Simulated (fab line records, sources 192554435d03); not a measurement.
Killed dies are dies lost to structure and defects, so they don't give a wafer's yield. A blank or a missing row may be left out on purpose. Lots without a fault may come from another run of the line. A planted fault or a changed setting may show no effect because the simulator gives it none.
Chamber matching | flow n5_finfet | N5_GATE_CUT_CMP_43 on cmp-02: 4 sister chambers
The step polishes SiO2. 4 wafers are shown with their chamber, then 10 later ones without.

WAFERS WITH THEIR CHAMBER
wafer  | chamber | motor_current_A (A)
L086.4 | 0       | 13.6
L086.6 | 3       | 11.5
L088.2 | 1       | 11.9
L088.5 | 2       | 11.9

WAFERS WITHOUT THEIR CHAMBER
wafer  | motor_current_A (A)
L088.6 | 11.5
L092.1 | 12.1
L092.2 | 11.5
L092.6 | 13.2
L095.1 | 12.4
L095.2 | 11.3
L095.4 | 12.6
L097.1 | 13.4
L097.3 | 11.2
L097.5 | 13.8

WHICH CHAMBER EACH WENT THROUGH
wafer  | from the rows above               | in truth
L088.6 | can't be placed: 3 or 1 or 2      | 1
L092.1 | can't be placed: 1 or 2 or 3      | 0
L092.2 | can't be placed: 3 or 1 or 2      | 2
L092.6 | 0                                 | 0
L095.1 | can't be placed: 1 or 2 or 3      | 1
L095.2 | can't be placed: 3 or 1 or 2      | 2
L095.4 | can't be placed: 1 or 2 or 0 or 3 | 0
L097.1 | 0                                 | 0
L097.3 | can't be placed: 3 or 1 or 2      | 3
L097.5 | 0                                 | 0
Placed correctly: 3 of 10. Can't be placed from these rows: 7 (the true chamber is among the candidates in 6). Placed wrongly: 0.
How it was worked out, from the rows above alone: a wafer's distance from a chamber is the root of the sum, over the readings, of the square of ((its reading less the chamber's mean) divided by the reading's scatter). The wafer belongs to the nearest chamber; if the next one is less than 2 further off, it can't be placed. A chamber's mean is the mean of its shown wafers. The scatter: with one shown wafer a chamber, the root of the mean of the squares of how far each hidden wafer lies from its nearest shown one.
